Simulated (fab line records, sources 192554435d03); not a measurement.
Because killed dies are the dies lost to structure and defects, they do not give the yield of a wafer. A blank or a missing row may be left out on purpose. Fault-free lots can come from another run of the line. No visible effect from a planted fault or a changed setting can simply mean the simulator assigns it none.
Problem report, 8D (eight disciplines) form, completed by code    flow n5 finfet    the parts of the form that need people (team, actions taken, sign-off) are left out

== 1. WHAT IS WRONG ==
On 2 wafers of 1 lot, trench depth nm at N5_BEOL_M5_OCD_MEAS_38 has a mean of 36.8 nm; fault-free wafers read 71.8 nm, standard deviation 1.5. That is -23 standard deviations from the usual mean.
First seen on wafer L200.2, day 12 06:21, on ocd-02. Wafers with a number at this step in the record: 14, from 5 lots. Rule for "out" (also "out of limits"): further than 4 standard deviations from the usual mean. All remaining wafers that have a number are taken as sound.

== 2. WHAT THIS IS AND IS NOT ==
question                     is                      is not
which readings at this step  trench depth nm         -
which lots                   L200                    L185, L186, L203, L208
which wafers of those lots   all that have a number  -
read on which gauges         ocd-02                  ocd-01
when                         from day 12 06:21       up to then (6 sound wafers); but 6 sound wafers of L203, L208 came after

== 3. WHAT RULES OUT EACH SUSPECT ==
Counting: a tool stays on the suspect list if, at a process step up to the reading, it processed all lots that are out and no sound lot following the first of them.
- the gauge at N5_BEOL_M5_OCD_MEAS_38: ruled out. All the wafers that are out were read on ocd-02, but those of them that N5_BEOL_M5_THK_MEAS_53 has rows for are out there too, on other tools.
- rie diel-04 at N5_BEOL_M5_VIA_ETCH_34 (etches SiCOH lowk in C4F6/O2, target depth 88.3 nm, time 39.2 s): kept. It ran the lot that is out, L200 (day 12 06:07), and no sound lot after that; its last sound lot up to then is L186 (day 8 13:32).
- rie diel-04 at N5_BEOL_M5_STRIP_36 (strips in N2/H2): kept. It ran the lot that is out, L200 (day 12 06:10), and no sound lot after that; its last sound lot up to then is L186 (day 8 13:35).
- rie diel-04 at N5_BEOL_M5_TRENCH_ETCH_37 (etches SiCOH lowk in C4F6/O2, target depth 71.652 nm, time 24.7 s): kept. It ran the lot that is out, L200 (day 12 06:12), and no sound lot after that; its last sound lot up to then is L186 (day 8 13:38).
Still standing after the count: rie diel-04 at N5_BEOL_M5_VIA_ETCH_34, rie diel-04 at N5_BEOL_M5_STRIP_36, rie diel-04 at N5_BEOL_M5_TRENCH_ETCH_37.

== 4. THE CAUSE (what the simulator had put in) ==
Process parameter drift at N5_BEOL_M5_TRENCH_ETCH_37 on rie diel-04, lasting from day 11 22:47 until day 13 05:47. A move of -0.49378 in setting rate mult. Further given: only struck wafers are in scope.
Of the 3 suspects that counting leaves, this tool is one.

== 5. THE EFFECT CHAIN, in route order ==
One row per reading whose mean, taken over the struck wafers that have a number, lies over 3 standard deviations from the usual. Only readings for which the record gives a usual standard deviation are gone through. hours: the time from each lot's start at the first step in this table that gives one to its start at this step, as a median over the lots. sigmas: the change in usual standard deviations.
hours  step                    reading          usual         on struck wafers  change  sigmas
0      N5_BEOL_M5_OCD_MEAS_38  trench depth nm  71.8 nm       36.8              -35.0   -23
6      N5_BEOL_M5_THK_MEAS_53  M5_THK           61.5 nm       27.3              -34.2   -18
7      N5_BEOL_M5_RS_MEAS_57   M5_RS            0.390 ohm/sq  1.094             +0.704  +50
Later measuring or inspecting steps at which every struck wafer that the step has a row for has a number for every such reading, and none has moved that far: N5_BEOL_M5_CD_MEAS_35.

== 6. HOW IT WOULD HAVE BEEN CAUGHT EARLIER ==
Counted from the fault's start at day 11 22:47, it took 8 hours until the first out-of-limits reading at a measuring or inspecting step in this record, taken at day 12 06:21.
No tool reading at N5_BEOL_M5_TRENCH_ETCH_37 that has a usual standard deviation in the record was out on any struck wafer, so an alarm limit of 4 standard deviations on those readings would not have fired.
The start of N5_BEOL_M5_TRENCH_ETCH_37 on rie diel-04 came by day 12 06:21 for every one of the lots that are out (1). Tool hold at that time: it would have spared none of them.
